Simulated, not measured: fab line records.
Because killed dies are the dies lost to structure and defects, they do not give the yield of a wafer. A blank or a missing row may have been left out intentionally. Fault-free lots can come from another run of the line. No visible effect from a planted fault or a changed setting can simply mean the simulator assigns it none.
Which tool did it? + flow nand-harc + 36 wafers from 12 lots sampled at 5 of the route's 1159 steps

WHAT EACH GAUGE READ, for each wafer
NHARC_END_SORT_01.
| lot  | measured     | on        | defect-limited-yield (%) | killed-at-array | killed-at-other | killed-at-periphery | killed-dies | killed-open | killed-short | sort_bin_2_pct (%) | sort_bin_3_pct (%) | sort_bin_4_pct (%) | sort-n-pass | sort-rim-yield-pct (%) | sort-yield-pct (%) |
|------|--------------|-----------|--------------------------|-----------------|-----------------|---------------------|-------------|-------------|--------------|--------------------|--------------------|--------------------|-------------|------------------------|--------------------|
| L282 | day 23 15:04 | prober-02 | 89.5 96.3 96.3           | 16 16 19        | 6 7 1           | 49 2 5              | 71 25 25    | 4 6 4       | 0 2 3        | 3.4 1.3 0.6        | 3.40 0.15 0        | 3.7 2.2 3.1        | 606 652 652 | 81.1 94.3 97.2         | 89.5 96.3 96.3     |

EACH LOT AND THE TOOL THAT RAN IT (in order: tool; ch and the chambers of the sampled wafers; start)
| lot  | NHARC_P_BONDPAD_PVD_27       | NHARC_THIN_TSV_ANNEAL_52         | NHARC_THIN_TSV_ETCH_59            | NHARC_THIN_TSV_STRIP_56              |
|------|------------------------------|----------------------------------|-----------------------------------|--------------------------------------|
| L266 | pvd-sputter-02, day 6 11:17  | rtp-anneal-02 ch 0, day 19 12:07 | rie-metal-02 ch 0,1, day 19 14:25 | plasma-asher-01 ch 0,1, day 19 14:53 |
| L268 | pvd-sputter-01, day 6 18:22  | rtp-anneal-02 ch 0, day 19 16:53 | rie-metal-01 ch 1, day 19 19:08   | plasma-asher-02 ch 1, day 19 19:47   |
| L270 | pvd-sputter-01, day 7 06:31  | rtp-anneal-01 ch 0, day 19 12:50 | rie-metal-01 ch 1, day 19 15:05   | plasma-asher-01 ch 0,1, day 19 15:43 |
| L272 | pvd-sputter-02, day 7 21:23  | rtp-anneal-02 ch 0, day 20 00:56 | rie-metal-02 ch 0,1, day 20 03:10 | plasma-asher-02 ch 0, day 20 03:49   |
| L273 | pvd-sputter-01, day 8 07:50  | rtp-anneal-01 ch 0, day 21 03:37 | rie-metal-03 ch 0,1, day 21 05:50 | plasma-asher-01 ch 0,1, day 21 06:11 |
| L274 | pvd-sputter-03, day 8 08:56  | rtp-anneal-02 ch 0, day 20 22:11 | rie-metal-01 ch 0,1, day 21 00:19 | plasma-asher-02 ch 0,1, day 21 00:41 |
| L276 | pvd-sputter-02, day 8 22:20  | rtp-anneal-02 ch 0, day 21 10:46 | rie-metal-01 ch 0,1, day 21 12:53 | plasma-asher-01 ch 0, day 21 13:14   |
| L279 | pvd-sputter-02, day 9 17:32  | rtp-anneal-01 ch 0, day 21 13:10 | rie-metal-03 ch 0, day 21 15:24   | plasma-asher-01 ch 0,1, day 21 15:46 |
| L282 | pvd-sputter-01, day 10 15:52 | rtp-anneal-02 ch 0, day 22 15:41 | rie-metal-02 ch 0, day 22 17:55   | plasma-asher-01 ch 0,1, day 22 18:14 |
| L284 | pvd-sputter-02, day 11 01:20 | rtp-anneal-01 ch 0, day 23 01:47 | rie-metal-03 ch 0, day 23 04:01   | plasma-asher-01 ch 0,1, day 23 04:26 |
| L287 | pvd-sputter-03, day 11 11:26 | rtp-anneal-02 ch 0, day 23 09:05 | rie-metal-01 ch 0,1, day 23 11:11 | plasma-asher-01 ch 0,1, day 23 11:49 |
| L289 | pvd-sputter-03, day 12 02:07 | rtp-anneal-01 ch 0, day 23 21:23 | rie-metal-03 ch 0,1, day 23 23:29 | plasma-asher-02 ch 0,1, day 23 23:51 |
- NHARC_P_BONDPAD_PVD_27: deposits Cu, target thk 30 nm, time 20.49 s.
- NHARC_THIN_TSV_ANNEAL_52: time 90 s.
- NHARC_THIN_TSV_ETCH_59: etches the open film in Cl2/BCl3, target depth 880 nm, time 138.1 s.
- NHARC_THIN_TSV_STRIP_56: strips in O2.

AS READ BY THE TOOLS THEMSELVES (means over the sampled wafers that have a number; for cases with no such wafer, the mark the record gives instead)
NHARC_P_BONDPAD_PVD_27.
| lot  | tool           | throttle-valve-pct (%) |
|------|----------------|------------------------|
| L266 | pvd-sputter-02 | 30.2                   |
| L268 | pvd-sputter-01 | 29.5                   |
| L270 | pvd-sputter-01 | 30.0                   |
| L272 | pvd-sputter-02 | 30.1                   |
| L273 | pvd-sputter-01 | 29.7                   |
| L274 | pvd-sputter-03 | 30.9                   |
| L276 | pvd-sputter-02 | 30.9                   |
| L279 | pvd-sputter-02 | 30.8                   |
| L282 | pvd-sputter-01 | 30.5                   |
| L284 | pvd-sputter-02 | 29.5                   |
| L287 | pvd-sputter-03 | 30.2                   |
| L289 | pvd-sputter-03 | 29.8                   |

NHARC_THIN_TSV_ANNEAL_52.
| lot  | tool          | wafer_temp_C_max |
|------|---------------|------------------|
| L266 | rtp-anneal-02 | 226.19           |
| L268 | rtp-anneal-02 | 226.04           |
| L270 | rtp-anneal-01 | 226.00           |
| L272 | rtp-anneal-02 | 225.88           |
| L273 | rtp-anneal-01 | 226.07           |
| L274 | rtp-anneal-02 | 225.89           |
| L276 | rtp-anneal-02 | 225.94           |
| L279 | rtp-anneal-01 | 225.95           |
| L282 | rtp-anneal-02 | 225.79           |
| L284 | rtp-anneal-01 | 225.81           |
| L287 | rtp-anneal-02 | 225.91           |
| L289 | rtp-anneal-01 | 225.88           |

NHARC_THIN_TSV_ETCH_59.
| lot  | tool         | drypump-motor-current-A (A) | oes-product-au (a.u.) | throttle-valve-pct (%) |
|------|--------------|-----------------------------|-----------------------|------------------------|
| L266 | rie-metal-02 | 5.4                         | 0.984                 | 22.268                 |
| L268 | rie-metal-01 | 5.7                         | 1.006                 | 22.274                 |
| L270 | rie-metal-01 | 5.7                         | 0.996                 | 22.261                 |
| L272 | rie-metal-02 | 5.4                         | 0.990                 | 22.270                 |
| L273 | rie-metal-03 | 5.3                         | 1.011                 | 22.260                 |
| L274 | rie-metal-01 | 5.4                         | 1.011                 | 22.269                 |
| L276 | rie-metal-01 | 5.6                         | 1.007                 | 22.271                 |
| L279 | rie-metal-03 | 5.5                         | 0.999                 | 22.260                 |
| L282 | rie-metal-02 | 4.8                         | 0.981                 | 22.260                 |
| L284 | rie-metal-03 | 5.5                         | 1.012                 | 22.255                 |
| L287 | rie-metal-01 | 5.6                         | 1.003                 | 22.259                 |
| L289 | rie-metal-03 | 5.3                         | 1.011                 | 22.270                 |

NHARC_THIN_TSV_STRIP_56.
| lot  | tool            | drypump-motor-current-A (A) | heater-power-w (W) |
|------|-----------------|-----------------------------|--------------------|
| L266 | plasma-asher-01 | 5.8                         | 357                |
| L268 | plasma-asher-02 | 6.6                         | 333                |
| L270 | plasma-asher-01 | 5.8                         | 356                |
| L272 | plasma-asher-02 | 5.1                         | 323                |
| L273 | plasma-asher-01 | 5.9                         | 336                |
| L274 | plasma-asher-02 | 6.1                         | 331                |
| L276 | plasma-asher-01 | 5.9                         | 335                |
| L279 | plasma-asher-01 | 5.8                         | 327                |
| L282 | plasma-asher-01 | 5.8                         | 333                |
| L284 | plasma-asher-01 | 5.8                         | 335                |
| L287 | plasma-asher-01 | 5.8                         | 335                |
| L289 | plasma-asher-02 | 5.6                         | 308                |

THE ANSWER, worked out from the rows above alone
Rule: what is usual is taken from the lots themselves. Put in order of their means at a reading, lots are off if they are a third of the lots or fewer, leave a main group of 4 or more, and stand apart from it by a gap of 3 or more times the standard deviation of the main group's means; of several such gaps the widest counts. Not used: any main group whose means are identical at the precision the tables above print for the reading. A lot without any number at a reading at which 4 lots or more have one is off too. All remaining lots with rows at the step are treated as sound. First the gauges in route order, then the tools' own readings, where a lot's mean is used as printed above. The first step at which some lot is off is used, and at that step the reading that is off furthest; a lot without a number counts as furthest.
Off at NHARC_THIN_TSV_ETCH_59 (drypump-motor-current-A): L282. The main group has a mean of 5.5 A with a standard deviation of 0.14.
If a tool, at that step or one of the process steps before it, ran each lot that is off and ran no sound lot following the first of them, it fits. Undecided on this evidence; 2 tools fit (pvd-sputter-01 at NHARC_P_BONDPAD_PVD_27, rie-metal-02 at NHARC_THIN_TSV_ETCH_59).

WHAT WAS PUT IN BY THE SIMULATOR
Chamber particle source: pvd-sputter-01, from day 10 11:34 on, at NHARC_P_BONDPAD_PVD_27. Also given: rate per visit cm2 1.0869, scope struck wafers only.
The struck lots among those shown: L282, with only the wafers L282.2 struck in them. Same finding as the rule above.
